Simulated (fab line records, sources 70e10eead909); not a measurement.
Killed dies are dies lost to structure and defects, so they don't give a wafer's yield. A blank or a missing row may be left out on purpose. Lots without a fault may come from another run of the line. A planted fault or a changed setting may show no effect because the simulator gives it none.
A struck lot beside a sound one | flow nand_harc | 14 steps out of a route of 1302
Sound: wafers L405.2, L405.3, L405.5. Struck: wafers L410.1, L410.4, L410.6. The cause comes at the end.
At each step with rows: each side's tool, then ch and its chambers, then its first start. Under that, the readings that differ: sound wafers | struck wafers | difference of the means | sigmas: that difference in standard deviations of wafers without a fault.
alike: readings whose means differ by less than 2 such deviations, and words and numbers that are the same on both sides. not compared: withheld readings, readings that some wafer has no value for, bounds like >300 that may hide the same value, and numbers for which the record gives no deviation and whose values overlap.
The two part at a step that has a row with sigmas, a row that says differs or no value, or rows on one side only. Numbers that don't overlap but have no deviation are shown without sigmas and don't part them. A reading that every wafer of one side lacks parts them only if that side has two wafers or more.

first, 2 steps without rows for these wafers: NHARC_A_ONON_D1_ANNEAL_15 (time 3600 s); NHARC_A_ONON_D1_DEP_16 (target thk 1000 nm).
NHARC_A_ONON_D1_THK_MEAS_18: measures by ellipsometry.
  sound on film_metro-02, day 11 10:01; struck on film_metro-01, day 12 23:58
  alike: thk_nm
then, 1 step without rows for these wafers: NHARC_A_ONON_D1_DEP_19 (target thk 1000 nm).
NHARC_A_ONON_D1_THK_MEAS_21: measures by ellipsometry.
  sound on film_metro-01, day 11 10:35; struck on film_metro-02, day 13 00:31
  alike: thk_nm
then, 1 step without rows for these wafers: NHARC_A_ONON_D1_DEP_22 (target thk 1000 nm).
NHARC_A_ONON_D1_THK_MEAS_24: measures by ellipsometry.
  sound on film_metro-01, day 11 11:09; struck on film_metro-01, day 13 01:05
  alike: thk_nm
then, 1 step without rows for these wafers: NHARC_A_ONON_D1_DEP_25 (target thk 1000 nm).
NHARC_A_ONON_D1_THK_MEAS_27: measures by ellipsometry.
  sound on film_metro-01, day 11 11:43; struck on film_metro-01, day 13 01:40
  alike: thk_nm
then, 1 step without rows for these wafers: NHARC_A_ONON_D1_DEP_28 (target thk 1000 nm).
NHARC_A_ONON_D1_THK_MEAS_30: measures by ellipsometry.
  sound on film_metro-02, day 11 12:17; struck on film_metro-01, day 13 02:15
  alike: thk_nm
NHARC_A_ONON_D1_DEP_33: deposits SiO2, target thk 200 nm.
  sound on pecvd-01 ch 0,1, day 11 12:20; struck on pecvd-02 ch 0,1, day 13 02:19
  reading                   | sound             | struck            | difference | sigmas
  mfc_precursor_sccm (sccm) | 161.5 162.1 161.4 | 173.2 173.5 172.4 | +11.4      | +21
  alike: chamber_pressure_Torr, heater_power_outer_w, heater_power_w, showerhead_vpp_V, throttle_valve_pct
NHARC_A_ONON_D1_THK_MEAS_34: measures by ellipsometry.
  sound on film_metro-01, day 11 12:46; struck on film_metro-01, day 13 02:43
  reading     | sound             | struck            | difference | sigmas
  thk_nm (nm) | 200.5 200.2 203.3 | 216.5 221.1 217.5 | +17.0      | +6
then, 1 step without rows for these wafers: NHARC_END_SORT_01.

WHERE THEY PART
First at NHARC_A_ONON_D1_DEP_33; last, within this record, at NHARC_A_ONON_D1_THK_MEAS_34.

WHY: what the simulator had put in
Process parameter drift: pecvd-02, from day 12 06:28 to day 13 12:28, at NHARC_A_ONON_D1_DEP_33. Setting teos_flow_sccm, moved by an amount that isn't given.
